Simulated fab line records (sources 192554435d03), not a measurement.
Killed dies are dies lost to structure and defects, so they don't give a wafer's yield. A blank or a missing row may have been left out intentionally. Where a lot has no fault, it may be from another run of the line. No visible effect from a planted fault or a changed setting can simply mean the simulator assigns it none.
Matching of chambers / flow n5-finfet / ald-sin-01 running N5_SD_EPI_N_LINER_46: 4 sister chambers
The step material SiNx, target thk 3 nm. 16 wafers are shown with their chamber, then 8 later ones without.

WAFERS WITH THEIR CHAMBER
wafer=L079.1; chamber=3; heater-power-w (W)=916; chamber-pressure-Torr (Torr)=2.001; susceptor-temp-C (C)=399.67
wafer=L079.3; chamber=2; heater-power-w (W)=775; chamber-pressure-Torr (Torr)=1.990; susceptor-temp-C (C)=400.20
wafer=L079.5; chamber=1; heater-power-w (W)=722; chamber-pressure-Torr (Torr)=1.999; susceptor-temp-C (C)=399.91
wafer=L084.1; chamber=2; heater-power-w (W)=771; chamber-pressure-Torr (Torr)=2.000; susceptor-temp-C (C)=400.10
wafer=L084.3; chamber=3; heater-power-w (W)=897; chamber-pressure-Torr (Torr)=2.005; susceptor-temp-C (C)=400.10
wafer=L084.6; chamber=3; heater-power-w (W)=925; chamber-pressure-Torr (Torr)=2.011; susceptor-temp-C (C)=400.05
wafer=L090.1; chamber=1; heater-power-w (W)=735; chamber-pressure-Torr (Torr)=2.008; susceptor-temp-C (C)=400.09
wafer=L090.2; chamber=2; heater-power-w (W)=756; chamber-pressure-Torr (Torr)=2.004; susceptor-temp-C (C)=399.84
wafer=L090.3; chamber=3; heater-power-w (W)=921; chamber-pressure-Torr (Torr)=2.003; susceptor-temp-C (C)=399.94
wafer=L092.4; chamber=2; heater-power-w (W)=764; chamber-pressure-Torr (Torr)=1.995; susceptor-temp-C (C)=400.02
wafer=L092.5; chamber=0; heater-power-w (W)=789; chamber-pressure-Torr (Torr)=1.999; susceptor-temp-C (C)=400.28
wafer=L092.6; chamber=3; heater-power-w (W)=909; chamber-pressure-Torr (Torr)=2.000; susceptor-temp-C (C)=399.92
wafer=L093.1; chamber=0; heater-power-w (W)=780; chamber-pressure-Torr (Torr)=2.004; susceptor-temp-C (C)=399.97
wafer=L093.4; chamber=2; heater-power-w (W)=744; chamber-pressure-Torr (Torr)=1.998; susceptor-temp-C (C)=400.28
wafer=L093.6; chamber=3; heater-power-w (W)=918; chamber-pressure-Torr (Torr)=1.996; susceptor-temp-C (C)=400.16
wafer=L094.1; chamber=3; heater-power-w (W)=904; chamber-pressure-Torr (Torr)=1.998; susceptor-temp-C (C)=400.41

SIGNATURES (averages over the wafers above)
reading=heater-power-w; chamber 0=784.50; chamber 1=728.50; chamber 2=762.00; chamber 3=912.86; scatter within a chamber=10.5
reading=chamber-pressure-Torr; chamber 0=2.00150; chamber 1=2.00350; chamber 2=1.99740; chamber 3=2.00200; scatter within a chamber=0.0051
reading=susceptor-temp-C; chamber 0=400.1250; chamber 1=400.0000; chamber 2=400.0880; chamber 3=400.0357; scatter within a chamber=0.203
Rule: for a wafer and a chamber, the distance is found by dividing, reading by reading, the gap between the wafer's reading and the chamber's mean by the reading's scatter, squaring, summing and taking the root. If the next closest chamber is less than 2 further off than the closest, the wafer can't be placed; otherwise it belongs to the closest. The scatter: the root of (the sum of the squares of (reading less its chamber's mean) over the shown wafers, divided by (wafers less chambers)).

WAFERS WITH NO CHAMBER GIVEN
wafer=L094.2; heater-power-w (W)=762; chamber-pressure-Torr (Torr)=1.995; susceptor-temp-C (C)=399.97
wafer=L094.3; heater-power-w (W)=781; chamber-pressure-Torr (Torr)=1.996; susceptor-temp-C (C)=400.09
wafer=L095.1; heater-power-w (W)=785; chamber-pressure-Torr (Torr)=2.004; susceptor-temp-C (C)=399.77
wafer=L095.2; heater-power-w (W)=919; chamber-pressure-Torr (Torr)=1.997; susceptor-temp-C (C)=399.99
wafer=L095.3; heater-power-w (W)=704; chamber-pressure-Torr (Torr)=2.007; susceptor-temp-C (C)=400.38
wafer=L097.1; heater-power-w (W)=764; chamber-pressure-Torr (Torr)=1.998; susceptor-temp-C (C)=399.84
wafer=L097.3; heater-power-w (W)=736; chamber-pressure-Torr (Torr)=1.996; susceptor-temp-C (C)=400.12
wafer=L097.6; heater-power-w (W)=756; chamber-pressure-Torr (Torr)=1.998; susceptor-temp-C (C)=399.96

WHICH CHAMBER EACH WENT THROUGH
wafer=L094.2; from the rows above=can't be placed: 2 or 0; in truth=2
wafer=L094.3; from the rows above=can't be placed: 0 or 2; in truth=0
wafer=L095.1; from the rows above=can't be placed: 0 or 2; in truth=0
wafer=L095.2; from the rows above=3; in truth=3
wafer=L095.3; from the rows above=1; in truth=1
wafer=L097.1; from the rows above=can't be placed: 2 or 0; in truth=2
wafer=L097.3; from the rows above=can't be placed: 1 or 2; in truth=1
wafer=L097.6; from the rows above=can't be placed: 2 or 1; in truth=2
Placed correctly: 2 of 8. Not placeable from these rows: 6 (in 6, the candidates include the true chamber). Placed wrongly: 0.
